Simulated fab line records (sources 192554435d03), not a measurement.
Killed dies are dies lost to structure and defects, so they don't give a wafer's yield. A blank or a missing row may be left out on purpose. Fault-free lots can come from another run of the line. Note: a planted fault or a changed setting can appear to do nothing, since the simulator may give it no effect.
Split-lot experiment || flow n5Finfet || route with 1938 steps; 7 lots, 21 wafers read

THE SPLIT
At N5_BEOL_M6_COAT_60 (time 60 s, resist thk 35 nm), the setting spinRpm was moved away from the recipe's 1500 rpm on 6 of the 21 wafers read, by -10.1% to +9.5%. This setting was run at the recipe's value on the other wafers.

FROM THE SPLIT TO THE READING: what the file shows between them, 3 steps
- N5_BEOL_M6_COAT_05: resist thk 90 nm
- N5_BEOL_M6_EBR_07
- N5_BEOL_M6_DESCUM_16: chemistry O2, time 7.9 s

THE READING
CAR-ArF_of_BEOL_M6_COAT_05.thkNm (the simulator's own value, which no gauge read), in nm, at N5_BEOL_M6_ETCH_61 (etches SiARC in CF4, target depth 45.5 nm, time 75.8 s). The file gives no usual value for it. Average 50.9 nm, standard deviation 0.3 nm, over the 15 wafers here run with the recipe.

{"wafer": "L079.1", "tool, chamber at the split": "lithoTrack-04, 0", "spinRpm as run, rpm": 1500, "against the recipe": "recipe", "CAR-ArF_of_BEOL_M6_COAT_05.thkNm, nm": 50.8, "against lot-mates on the recipe": "-"}
{"wafer": "L079.5", "tool, chamber at the split": "lithoTrack-04, 0", "spinRpm as run, rpm": 1500, "against the recipe": "recipe", "CAR-ArF_of_BEOL_M6_COAT_05.thkNm, nm": 51, "against lot-mates on the recipe": "-"}
{"wafer": "L079.6", "tool, chamber at the split": "lithoTrack-04, 0", "spinRpm as run, rpm": 1642, "against the recipe": "+9.5%", "CAR-ArF_of_BEOL_M6_COAT_05.thkNm, nm": 52.2, "against lot-mates on the recipe": "+1.3"}
{"wafer": "L084.4", "tool, chamber at the split": "lithoTrack-04, 0", "spinRpm as run, rpm": 1500, "against the recipe": "recipe", "CAR-ArF_of_BEOL_M6_COAT_05.thkNm, nm": 50.4, "against lot-mates on the recipe": "-"}
{"wafer": "L084.5", "tool, chamber at the split": "lithoTrack-04, 0", "spinRpm as run, rpm": 1500, "against the recipe": "recipe", "CAR-ArF_of_BEOL_M6_COAT_05.thkNm, nm": 50.2, "against lot-mates on the recipe": "-"}
{"wafer": "L084.6", "tool, chamber at the split": "lithoTrack-04, 0", "spinRpm as run, rpm": 1500, "against the recipe": "recipe", "CAR-ArF_of_BEOL_M6_COAT_05.thkNm, nm": 50.6, "against lot-mates on the recipe": "-"}
{"wafer": "L087.2", "tool, chamber at the split": "lithoTrack-04, 0", "spinRpm as run, rpm": 1366, "against the recipe": "-8.9%", "CAR-ArF_of_BEOL_M6_COAT_05.thkNm, nm": 49.6, "against lot-mates on the recipe": -1.6}
{"wafer": "L087.4", "tool, chamber at the split": "lithoTrack-04, 0", "spinRpm as run, rpm": 1366, "against the recipe": "-8.9%", "CAR-ArF_of_BEOL_M6_COAT_05.thkNm, nm": 49.6, "against lot-mates on the recipe": -1.6}
{"wafer": "L087.5", "tool, chamber at the split": "lithoTrack-04, 0", "spinRpm as run, rpm": 1500, "against the recipe": "recipe", "CAR-ArF_of_BEOL_M6_COAT_05.thkNm, nm": 51.2, "against lot-mates on the recipe": "-"}
{"wafer": "L089.1", "tool, chamber at the split": "lithoTrack-04, 0", "spinRpm as run, rpm": 1500, "against the recipe": "recipe", "CAR-ArF_of_BEOL_M6_COAT_05.thkNm, nm": 51.4, "against lot-mates on the recipe": "-"}
{"wafer": "L089.3", "tool, chamber at the split": "lithoTrack-04, 0", "spinRpm as run, rpm": 1349, "against the recipe": "-10.1%", "CAR-ArF_of_BEOL_M6_COAT_05.thkNm, nm": 49.4, "against lot-mates on the recipe": -1.9}
{"wafer": "L089.6", "tool, chamber at the split": "lithoTrack-04, 0", "spinRpm as run, rpm": 1500, "against the recipe": "recipe", "CAR-ArF_of_BEOL_M6_COAT_05.thkNm, nm": 51.2, "against lot-mates on the recipe": "-"}
{"wafer": "L092.2", "tool, chamber at the split": "lithoTrack-01, 0", "spinRpm as run, rpm": 1500, "against the recipe": "recipe", "CAR-ArF_of_BEOL_M6_COAT_05.thkNm, nm": 51, "against lot-mates on the recipe": "-"}
{"wafer": "L092.4", "tool, chamber at the split": "lithoTrack-01, 0", "spinRpm as run, rpm": 1500, "against the recipe": "recipe", "CAR-ArF_of_BEOL_M6_COAT_05.thkNm, nm": 50.8, "against lot-mates on the recipe": "-"}
{"wafer": "L092.6", "tool, chamber at the split": "lithoTrack-01, 0", "spinRpm as run, rpm": 1500, "against the recipe": "recipe", "CAR-ArF_of_BEOL_M6_COAT_05.thkNm, nm": 50.8, "against lot-mates on the recipe": "-"}
{"wafer": "L091.3", "tool, chamber at the split": "lithoTrack-05, 0", "spinRpm as run, rpm": 1500, "against the recipe": "recipe", "CAR-ArF_of_BEOL_M6_COAT_05.thkNm, nm": 50.8, "against lot-mates on the recipe": "-"}
{"wafer": "L091.4", "tool, chamber at the split": "lithoTrack-05, 0", "spinRpm as run, rpm": 1622, "against the recipe": "+8.1%", "CAR-ArF_of_BEOL_M6_COAT_05.thkNm, nm": 52, "against lot-mates on the recipe": "+1.1"}
{"wafer": "L091.6", "tool, chamber at the split": "lithoTrack-05, 0", "spinRpm as run, rpm": 1500, "against the recipe": "recipe", "CAR-ArF_of_BEOL_M6_COAT_05.thkNm, nm": 51, "against lot-mates on the recipe": "-"}
{"wafer": "L093.3", "tool, chamber at the split": "lithoTrack-05, 0", "spinRpm as run, rpm": 1411, "against the recipe": "-5.9%", "CAR-ArF_of_BEOL_M6_COAT_05.thkNm, nm": 49.8, "against lot-mates on the recipe": -1.2}
{"wafer": "L093.5", "tool, chamber at the split": "lithoTrack-05, 0", "spinRpm as run, rpm": 1500, "against the recipe": "recipe", "CAR-ArF_of_BEOL_M6_COAT_05.thkNm, nm": 51, "against lot-mates on the recipe": "-"}
{"wafer": "L093.6", "tool, chamber at the split": "lithoTrack-05, 0", "spinRpm as run, rpm": 1500, "against the recipe": "recipe", "CAR-ArF_of_BEOL_M6_COAT_05.thkNm, nm": 51, "against lot-mates on the recipe": "-"}

THE FIT
A straight line over all 21 wafers: CAR-ArF_of_BEOL_M6_COAT_05.thkNm changes by +0.145 nm for each +1% of spinRpm; r = +0.93; the points scatter about the line by 0.27 nm.
The same after taking each lot's own level away (the mean of its wafers on the recipe; 21 wafers): +0.166 nm for each +1%; r = +0.99; scatter 0.14 nm.
According to that fit, moving spinRpm by its largest amount changes the reading by 1.7 nm.
From 50.40 to 51.30 nm: that is the span of the lots' own levels, equal to 3.0 times the standard deviation above.
In other words, the slope is changed by the lot-to-lot level; the two fits disagree.
Check: for one of the wafers moved furthest among these (-10.1%), held out of the fit, the line's prediction against its lot-mates is -1.68 nm. Against them it came out at -1.9 nm.

ADDITIONAL SPLITS CARRIED BY THESE WAFERS
Note: prior to the reading, these wafers also went through further splits. Each is held against what the fit with the lots' levels taken away leaves over:
{"other split on the same wafers": "N5_BEOL_M0_TRENCH_ETCH_107 targetDepthA", "wafers away from the commonest value": 5, "r with CAR-ArF_of_BEOL_M6_COAT_05.thkNm (lot level and that fit taken away)": "+0.12"}
{"other split on the same wafers": "N5_BEOL_M1_ILD_DEP_00 timeS", "wafers away from the commonest value": 6, "r with CAR-ArF_of_BEOL_M6_COAT_05.thkNm (lot level and that fit taken away)": "+0.00"}
{"other split on the same wafers": "N5_BEOL_M1_HM_DEP_02 targetThkA", "wafers away from the commonest value": 12, "r with CAR-ArF_of_BEOL_M6_COAT_05.thkNm (lot level and that fit taken away)": "+0.06"}
{"other split on the same wafers": "N5_BEOL_M2_COAT_05 spinRpm", "wafers away from the commonest value": 8, "r with CAR-ArF_of_BEOL_M6_COAT_05.thkNm (lot level and that fit taken away)": "+0.16"}
{"other split on the same wafers": "N5_BEOL_M3_ETCH_64 timeS", "wafers away from the commonest value": 6, "r with CAR-ArF_of_BEOL_M6_COAT_05.thkNm (lot level and that fit taken away)": -0.02}
{"other split on the same wafers": "N5_BEOL_M4_COAT_22 spinRpm", "wafers away from the commonest value": 9, "r with CAR-ArF_of_BEOL_M6_COAT_05.thkNm (lot level and that fit taken away)": -0.56}
{"other split on the same wafers": "N5_BEOL_M5_COAT_71 spinRpm", "wafers away from the commonest value": 6, "r with CAR-ArF_of_BEOL_M6_COAT_05.thkNm (lot level and that fit taken away)": "+0.05"}
{"other split on the same wafers": "N5_BEOL_M5_ETCH_72 biasW", "wafers away from the commonest value": 12, "r with CAR-ArF_of_BEOL_M6_COAT_05.thkNm (lot level and that fit taken away)": -0.16}

THE WHOLE CHAIN: every reading that the file lists as answering this split, in the file's order
{"step": "N5_BEOL_M6_COAT_60", "what it does": "time 60 s, resist thk 35 nm", "reading": "SiARC_of_BEOL_M6_COAT_60.thkNm (the simulator's own value, which no gauge read)", "change (the file's fit)": "-0.18 nm for each +1% of the setting", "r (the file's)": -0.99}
{"step": "N5_BEOL_M6_ETCH_61", "what it does": "etches SiARC in CF4, target depth 45.5 nm, time 75.8 s", "reading": "etchRfOnTimeS", "change (the file's fit)": "withheld for each +1% of the setting", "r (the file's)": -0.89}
{"step": "N5_BEOL_M6_ETCH_61", "what it does": "etches SiARC in CF4, target depth 45.5 nm, time 75.8 s", "reading": "etch.depthNm (the simulator's own value, which no gauge read)", "change (the file's fit)": "-0.18 nm for each +1% of the setting", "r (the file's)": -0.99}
{"step": "N5_BEOL_M6_ETCH_61", "what it does": "etches SiARC in CF4, target depth 45.5 nm, time 75.8 s", "reading": "CAR-ArF_of_BEOL_M6_COAT_05.thkNm (the simulator's own value, which no gauge read)", "change (the file's fit)": "+0.166 nm for each +1% of the setting", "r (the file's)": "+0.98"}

FILE'S OWN FIT
CAR-ArF_of_BEOL_M6_COAT_05.thkNm changes by +0.166 nm for each +1% of spinRpm, r = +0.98.
